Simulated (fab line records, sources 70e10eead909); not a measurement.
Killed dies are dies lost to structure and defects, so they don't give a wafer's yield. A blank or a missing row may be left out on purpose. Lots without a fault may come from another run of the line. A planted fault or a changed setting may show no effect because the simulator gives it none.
Chamber matching | flow nand_harc | NHARC_A_M0_DESCUM_14 on rie_diel-03: 4 sister chambers
The step chemistry O2, time 3 s. 14 wafers are shown with their chamber, then 7 later ones without.

WAFERS WITH THEIR CHAMBER
wafer  | chamber | drypump_motor_current_A (A) | showerhead_plenum_p_Torr (Torr) | oes_product_au (a.u.)
L075.3 | 2       | 6.1                         | 2.02                            | 0.996
L075.4 | 3       | 4.8                         | 2.03                            | 0.999
L075.5 | 2       | 6.0                         | 2.02                            | 0.995
L076.4 | 3       | 4.8                         | 2.02                            | 0.997
L076.5 | 0       | 5.5                         | 1.97                            | 1.006
L076.6 | 3       | 4.8                         | 2.02                            | 0.999
L080.1 | 0       | 5.5                         | 1.97                            | 0.997
L080.4 | 3       | 4.8                         | 2.02                            | 0.991
L080.5 | 2       | 6.1                         | 2.01                            | 0.998
L079.1 | 1       | 5.8                         | 1.80                            | 1.004
L079.3 | 2       | 6.1                         | 2.01                            | 1.003
L079.5 | 0       | 5.5                         | 1.97                            | 0.991
L090.1 | 1       | 5.8                         | 1.80                            | 1.007
L090.2 | 2       | 6.1                         | 2.01                            | 1.000

SIGNATURES (means of the wafers above)
reading                  | chamber 0 | chamber 1 | chamber 2 | chamber 3 | scatter within a chamber
drypump_motor_current_A  | 5.500     | 5.800     | 6.080     | 4.800     | 0.0283
showerhead_plenum_p_Torr | 1.9700    | 1.8000    | 2.0140    | 2.0225    | 0.00442
oes_product_au           | 0.99800   | 1.00550   | 0.99840   | 0.99650   | 0.0045
Rule: a wafer's distance from a chamber is the root of the sum, over the readings, of the square of ((its reading less the chamber's mean) divided by the reading's scatter). The wafer belongs to the nearest chamber; if the next one is less than 2 further off, it can't be placed. The scatter: the root of (the sum of the squares of (reading less its chamber's mean) over the shown wafers, divided by (wafers less chambers)).

WAFERS WITHOUT THEIR CHAMBER
wafer  | drypump_motor_current_A (A) | showerhead_plenum_p_Torr (Torr) | oes_product_au (a.u.)
L090.6 | 6.0                         | 2.01                            | 1.009
L094.1 | 6.1                         | 2.01                            | 0.987
L094.3 | 5.5                         | 1.97                            | 0.998
L094.4 | 4.8                         | 2.02                            | 0.994
L095.1 | 6.1                         | 2.01                            | 0.993
L095.2 | 4.8                         | 2.02                            | 1.010
L095.6 | 5.8                         | 1.80                            | 1.006

WHICH CHAMBER EACH WENT THROUGH
wafer  | from the rows above | in truth
L090.6 | 2                   | 2
L094.1 | 2                   | 2
L094.3 | 0                   | 0
L094.4 | 3                   | 3
L095.1 | 2                   | 2
L095.2 | 3                   | 3
L095.6 | 1                   | 1
Placed correctly: 7 of 7. Can't be placed from these rows: 0. Placed wrongly: 0.
